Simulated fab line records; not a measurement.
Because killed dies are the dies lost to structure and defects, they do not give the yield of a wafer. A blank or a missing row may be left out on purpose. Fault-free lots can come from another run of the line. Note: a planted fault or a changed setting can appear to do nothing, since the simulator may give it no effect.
Matching of chambers | flow nand harc | ald metal-01 running NHARC_A_WL_FILL_ALD_19: 4 sister chambers
The step deposits TiN, target thk 2 nm, pulse time 3 s, ald cycles 100. 8 wafers are shown with their chamber, then 8 later ones without.

## WAFERS WITH THEIR CHAMBER
wafer  | chamber | heater power w (W) | precursor pulse height rel
L076.2 | 0       | 889                | 1.037
L077.5 | 1       | 1015               | 1.002
L083.2 | 1       | 1003               | 1.010
L083.3 | 0       | 912                | 1.001
L084.1 | 3       | 1170               | 1.023
L084.5 | 3       | 1196               | 0.982
L084.6 | 2       | 1029               | 0.965
L085.1 | 2       | 1042               | 0.988

## WAFERS WITHOUT THEIR CHAMBER
wafer  | heater power w (W) | precursor pulse height rel
L085.5 | 917                | 1.002
L085.6 | 1163               | 0.996
L091.1 | 1051               | 0.994
L091.5 | 1007               | 1.009
L091.6 | 1008               | 0.983
L093.2 | 1199               | 0.961
L093.3 | 933                | 0.995
L093.6 | 1025               | 0.997

## WHICH CHAMBER EACH WENT THROUGH
wafer  | from the rows above     | in truth
L085.5 | 0                       | 0
L085.6 | 3                       | 3
L091.1 | can't be placed: 2 or 1 | 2
L091.5 | 1                       | 1
L091.6 | can't be placed: 1 or 2 | 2
L093.2 | 3                       | 3
L093.3 | 0                       | 0
L093.6 | can't be placed: 2 or 1 | 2
5 of 8 placed correctly. Unplaceable from these rows: 3, with the true chamber sitting among the candidates in 3. Wrongly placed: 0.
How it was worked out, from the rows above alone: a wafer's distance from a chamber is the root of the sum, over the readings, of the square of ((its reading less the chamber's mean) divided by the reading's scatter). If the next closest chamber is less than 2 further off than the closest, the wafer can't be placed; otherwise it belongs to the closest. A chamber's mean is the mean of its shown wafers. The scatter: take each reading less its chamber's mean, square it, sum over the shown wafers, divide by the number of wafers less the number of chambers, and take the root.
